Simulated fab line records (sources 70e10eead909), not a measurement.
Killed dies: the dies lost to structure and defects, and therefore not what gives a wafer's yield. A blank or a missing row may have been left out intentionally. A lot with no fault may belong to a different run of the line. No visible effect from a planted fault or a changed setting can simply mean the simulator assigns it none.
Matching of chambers + flow nand-harc + NHARC_P_M1_CMP_23 on cmp-01 has 4 sister chambers
The step polishes, t overpolish 20 s, target thk 157.82 nm. 8 wafers are shown with their chamber, then 10 later ones without.

== WAFERS, EACH WITH ITS CHAMBER ==
| wafer  | chamber | motor-current-A (A) | slurry-filter-dp-kPa (kPa) |
|--------|---------|---------------------|----------------------------|
| L079.5 | 1       | 11.9                | 13.68                      |
| L080.2 | 1       | 11.3                | 13.58                      |
| L084.4 | 3       | 12.7                | 13.57                      |
| L085.2 | 2       | 11.0                | 13.51                      |
| L085.3 | 0       | 13.2                | 13.61                      |
| L085.4 | 3       | 13.3                | 13.54                      |
| L086.2 | 2       | 11.4                | 13.45                      |
| L086.4 | 0       | 13.8                | 13.35                      |

== WAFERS MISSING THEIR CHAMBER ==
| wafer  | motor-current-A (A) | slurry-filter-dp-kPa (kPa) |
|--------|---------------------|----------------------------|
| L086.5 | 12.0                | 13.40                      |
| L087.1 | 10.9                | 13.70                      |
| L087.2 | 11.5                | 13.35                      |
| L087.3 | 13.6                | 13.46                      |
| L092.1 | 11.2                | 13.46                      |
| L092.4 | 13.9                | 13.29                      |
| L092.6 | 13.2                | 13.52                      |
| L093.2 | 13.3                | 13.42                      |
| L093.3 | 10.8                | 13.44                      |
| L093.5 | 13.7                | 13.58                      |

== WHICH CHAMBER EACH WENT THROUGH ==
| wafer  | from the rows above               | in truth |
|--------|-----------------------------------|----------|
| L086.5 | can't be placed: 2 or 1 or 3 or 0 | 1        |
| L087.1 | can't be placed: 1 or 2           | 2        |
| L087.2 | can't be placed: 2 or 1           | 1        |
| L087.3 | can't be placed: 0 or 3           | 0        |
| L092.1 | can't be placed: 2 or 1           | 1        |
| L092.4 | can't be placed: 0 or 3           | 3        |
| L092.6 | can't be placed: 3 or 0           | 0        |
| L093.2 | can't be placed: 0 or 3           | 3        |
| L093.3 | can't be placed: 2 or 1           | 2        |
| L093.5 | can't be placed: 0 or 3           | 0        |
Placed correctly: 0 of 10. From these rows, 10 cannot be placed; in 10 the true chamber is one of the candidates. 0 placed wrongly.
How it was worked out, from the rows above alone: a wafer's distance from a chamber is the root of the sum, over the readings, of the square of ((its reading less the chamber's mean) divided by the reading's scatter). If the next closest chamber is less than 2 further off than the closest, the wafer can't be placed; otherwise it belongs to the closest. The mean given for a chamber averages the wafers shown for that chamber. The scatter: the root of (the sum of the squares of (reading less its chamber's mean) over the shown wafers, divided by (wafers less chambers)).
